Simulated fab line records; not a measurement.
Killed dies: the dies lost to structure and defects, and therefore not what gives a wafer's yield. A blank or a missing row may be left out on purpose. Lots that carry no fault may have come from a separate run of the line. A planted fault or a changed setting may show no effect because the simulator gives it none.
Split-lot study | flow n5 finfet | on a route of 1938 steps: 7 lots, 21 wafers read

== ABOUT THE SPLIT ==
At N5_BEOL_M5_TRENCH_ETCH_37 (etches SiCOH lowk in C4F6/O2, target depth 71.652 nm, time 24.7 s), the setting bias w was moved away from the recipe's 185 W on 3 of the 21 wafers read, by -6.3% to +6.2%. For the rest of the wafers, this setting stayed at what the recipe calls for.

The split's own step is where the reading is taken.

== THE READING ==
rf vpp V, in V, at N5_BEOL_M5_TRENCH_ETCH_37 (etches SiCOH lowk in C4F6/O2, target depth 71.652 nm, time 24.7 s). A value of 664 V with a standard deviation of 6.5 V is what fault-free wafers of this fab line usually give.

wafer  | tool, chamber at the split | bias w as run, W | against the recipe | rf vpp V, V | against lot-mates on the recipe
L076.1 | rie diel-06, 0             | 185              | recipe             | 658         | -
L076.2 | rie diel-06, 2             | 185              | recipe             | 657         | -
L076.6 | rie diel-06, 0             | 185              | recipe             | 659         | -
L082.2 | rie diel-02, 3             | 185              | recipe             | 656         | -
L082.3 | rie diel-02, 2             | 185              | recipe             | 667         | -
L082.4 | rie diel-02, 2             | 185              | recipe             | 667         | -
L089.2 | rie diel-02, 2             | 185              | recipe             | 669         | -
L089.3 | rie diel-02, 0             | 185              | recipe             | 656         | -
L089.5 | rie diel-02, 0             | 185              | recipe             | 658         | -
L087.2 | rie diel-06, 3             | 185              | recipe             | 662         | -
L087.3 | rie diel-06, 0             | 185              | recipe             | 657         | -
L087.6 | rie diel-06, 3             | 185              | recipe             | 662         | -
L092.1 | rie diel-03, 3             | 185              | recipe             | 673         | -
L092.3 | rie diel-03, 2             | 185              | recipe             | 673         | -
L092.6 | rie diel-03, 0             | 185              | recipe             | 662         | -
L094.1 | rie diel-03, 2             | 185              | recipe             | 672         | -
L094.3 | rie diel-03, 0             | 173.4            | -6.3%              | 629         | -43
L094.4 | rie diel-03, 1             | 173.4            | -6.3%              | 639         | -33
L097.1 | rie diel-03, 2             | 185              | recipe             | 674         | -
L097.3 | rie diel-03, 0             | 196.5            | +6.2%              | 695         | +22
L097.5 | rie diel-03, 2             | 185              | recipe             | 672         | -

FIT RESULTS
A straight line over all 21 wafers: rf vpp V changes by +4.86 V for each +1% of bias w; r = +0.88; the points scatter about the line by 6.6 V.
The same after taking each lot's own level away (the mean of its wafers on the recipe; 21 wafers): +5.17 V for each +1%; r = +0.93; scatter 5 V.
On that fit, the largest move of bias w shifts the reading by 32 V.
Across the lots, their own levels run from 658.0 to 673.0 V, a range of 2.3 times the standard deviation given above.
So the lot-to-lot level changes the slope little: the two slopes agree.
Check: with one of the wafers moved furthest among these (-6.3%) left out of the fit, the line predicts -28.2 V for it against its lot-mates. Against them it came out at -43 V.
Tool readings at the split's step, against how far the setting was moved: rf vpp V r = +0.88.

== OTHER SPLITS ON THESE WAFERS ==
These wafers also went through other splits before the reading. Each is held against what the fit with the lots' levels taken away leaves over:
other split on the same wafers | wafers away from the commonest value | r with rf vpp V (lot level and that fit taken away)
N5_BEOL_M3_COAT_05 spin rpm    | 9                                    | +0.07
N5_BEOL_M5_ETCH_68 bias w      | 3                                    | +0.04

== FILE'S OWN FIT ==
rf vpp V changes by +4.86 V for each +1% of bias w, r = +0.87.
